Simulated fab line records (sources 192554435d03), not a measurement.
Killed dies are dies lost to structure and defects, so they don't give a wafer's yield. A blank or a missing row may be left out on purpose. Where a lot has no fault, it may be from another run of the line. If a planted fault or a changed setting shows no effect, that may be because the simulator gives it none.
Chamber matching + flow n5_finfet + 4 sister chambers for N5_GATE_CUT_CMP_61 on cmp-03
The step polishes, stops on SiNx, t overpolish 3 s. 16 wafers are shown with their chamber, then 8 later ones without.

## WAFERS PAIRED WITH THEIR CHAMBERS
| wafer  | chamber | motor_current_A (A) | slurry_flow_ml_min |
|--------|---------|---------------------|--------------------|
| L075.1 | 2       | 12.3                | 150.1              |
| L075.4 | 1       | 11.4                | 151.0              |
| L075.6 | 1       | 12.7                | 149.4              |
| L076.2 | 2       | 12.5                | 150.4              |
| L076.4 | 3       | 11.8                | 150.3              |
| L076.6 | 0       | 10.8                | 149.4              |
| L078.2 | 1       | 11.6                | 150.0              |
| L078.4 | 0       | 10.9                | 150.0              |
| L078.6 | 1       | 12.6                | 149.9              |
| L080.1 | 0       | 10.7                | 150.1              |
| L080.5 | 3       | 12.5                | 149.7              |
| L080.6 | 0       | 10.8                | 150.4              |
| L081.2 | 3       | 12.1                | 150.1              |
| L081.3 | 0       | 10.9                | 150.1              |
| L081.5 | 3       | 12.0                | 149.9              |
| L085.1 | 3       | 12.7                | 150.0              |

SIGNATURES, as means of the wafers listed above
| reading            | chamber 0 | chamber 1 | chamber 2 | chamber 3 | scatter within a chamber |
|--------------------|-----------|-----------|-----------|-----------|--------------------------|
| motor_current_A    | 10.820    | 12.075    | 12.400    | 12.220    | 0.402                    |
| slurry_flow_ml_min | 150.000   | 150.075   | 150.250   | 150.000   | 0.422                    |
Rule: a wafer's distance from a chamber is the root of the sum, over the readings, of the square of ((its reading less the chamber's mean) divided by the reading's scatter). If the next closest chamber is less than 2 further off than the closest, the wafer can't be placed; otherwise it belongs to the closest. The scatter: take each reading less its chamber's mean, square it, sum over the shown wafers, divide by the number of wafers less the number of chambers, and take the root.

## WAFERS MISSING THEIR CHAMBER
| wafer  | motor_current_A (A) | slurry_flow_ml_min |
|--------|---------------------|--------------------|
| L085.4 | 12.2                | 149.4              |
| L085.5 | 12.2                | 149.4              |
| L092.2 | 10.2                | 149.4              |
| L092.3 | 12.2                | 150.0              |
| L092.4 | 12.3                | 149.7              |
| L097.1 | 12.5                | 150.2              |
| L097.4 | 10.7                | 150.0              |
| L097.6 | 12.2                | 150.3              |

## EACH ONE'S CHAMBER
| wafer  | from the rows above          | in truth |
|--------|------------------------------|----------|
| L085.4 | can't be placed: 3 or 1 or 2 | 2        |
| L085.5 | can't be placed: 3 or 1 or 2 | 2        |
| L092.2 | 0                            | 0        |
| L092.3 | can't be placed: 3 or 1 or 2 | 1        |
| L092.4 | can't be placed: 3 or 1 or 2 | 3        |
| L097.1 | can't be placed: 2 or 3 or 1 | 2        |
| L097.4 | 0                            | 0        |
| L097.6 | can't be placed: 2 or 1 or 3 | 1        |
Correct placement for 2 of the 8. Unplaceable from these rows: 6, with the true chamber sitting among the candidates in 6. Wrongly placed: 0.
